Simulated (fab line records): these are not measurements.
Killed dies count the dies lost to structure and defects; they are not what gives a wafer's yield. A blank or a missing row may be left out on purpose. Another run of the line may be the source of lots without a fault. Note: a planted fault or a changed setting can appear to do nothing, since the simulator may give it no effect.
Matching of chambers    flow n5 finfet    rie diel-03 running N5_BEOL_M7_STRIP_67: 4 sister chambers
The step strips in CF4. 24 wafers are shown with their chamber, then 12 later ones without.

WAFERS, EACH WITH ITS CHAMBER
wafer   chamber  showerhead plenum p Torr (Torr)  throttle valve pct (%)  oes product au (a.u.)
L079.1  2        1.73                             13.75                   0.75
L079.3  3        1.85                             13.73                   0.70
L079.4  0        1.74                             13.32                   0.84
L082.4  0        1.74                             13.32                   0.83
L082.5  2        1.73                             13.75                   0.75
L082.6  3        1.85                             13.75                   0.70
L081.3  0        1.74                             13.34                   0.83
L081.5  2        1.73                             13.75                   0.75
L081.6  1        1.78                             13.43                   0.76
L083.4  1        1.78                             13.42                   0.75
L083.5  2        1.73                             13.78                   0.74
L083.6  3        1.85                             13.73                   0.70
L084.3  2        1.73                             13.78                   0.75
L084.4  1        1.78                             13.42                   0.76
L084.5  2        1.73                             13.77                   0.74
L088.1  2        1.73                             13.79                   0.74
L088.2  3        1.85                             13.76                   0.70
L088.3  1        1.78                             13.44                   0.76
L088.4  0        1.74                             13.35                   0.82
L088.5  0        1.73                             13.32                   0.83
L088.6  3        1.85                             13.75                   0.69
L090.1  3        1.85                             13.74                   0.69
L090.3  1        1.78                             13.45                   0.76
L090.5  1        1.78                             13.44                   0.74

SIGNATURES, as means of the wafers listed above
reading                   chamber 0  chamber 1  chamber 2  chamber 3  scatter within a chamber
showerhead plenum p Torr  1.7380     1.7800     1.7300     1.8500     0.002
throttle valve pct        13.3300    13.4333    13.7671    13.7433    0.0142
oes product au            0.8300     0.7550     0.7457     0.6967     0.00654
Rule: a wafer's distance from a chamber is the root of the sum, over the readings, of the square of ((its reading less the chamber's mean) divided by the reading's scatter). The wafer belongs to the nearest chamber; if the next one is less than 2 further off, it can't be placed. The scatter: take each reading less its chamber's mean, square it, sum over the shown wafers, divide by the number of wafers less the number of chambers, and take the root.

WAFERS MISSING THEIR CHAMBER
wafer   showerhead plenum p Torr (Torr)  throttle valve pct (%)  oes product au (a.u.)
L094.1  1.85                             13.77                   0.69
L094.5  1.72                             13.81                   0.73
L094.6  1.85                             13.76                   0.69
L097.2  1.77                             13.46                   0.74
L097.3  1.85                             13.78                   0.68
L097.5  1.85                             13.80                   0.68
L095.1  1.77                             13.48                   0.73
L095.4  1.72                             13.83                   0.73
L095.5  1.85                             13.80                   0.69
L096.1  1.85                             13.78                   0.68
L096.2  1.72                             13.85                   0.73
L096.5  1.77                             13.47                   0.74

EACH ONE'S CHAMBER
wafer   from the rows above  in truth
L094.1  3                    3
L094.5  2                    2
L094.6  3                    3
L097.2  1                    1
L097.3  3                    3
L097.5  3                    3
L095.1  1                    1
L095.4  2                    2
L095.5  3                    3
L096.1  3                    3
L096.2  2                    2
L096.5  1                    1
Correct placement for 12 of the 12. From these rows, 0 cannot be placed. Placed wrongly: 0.
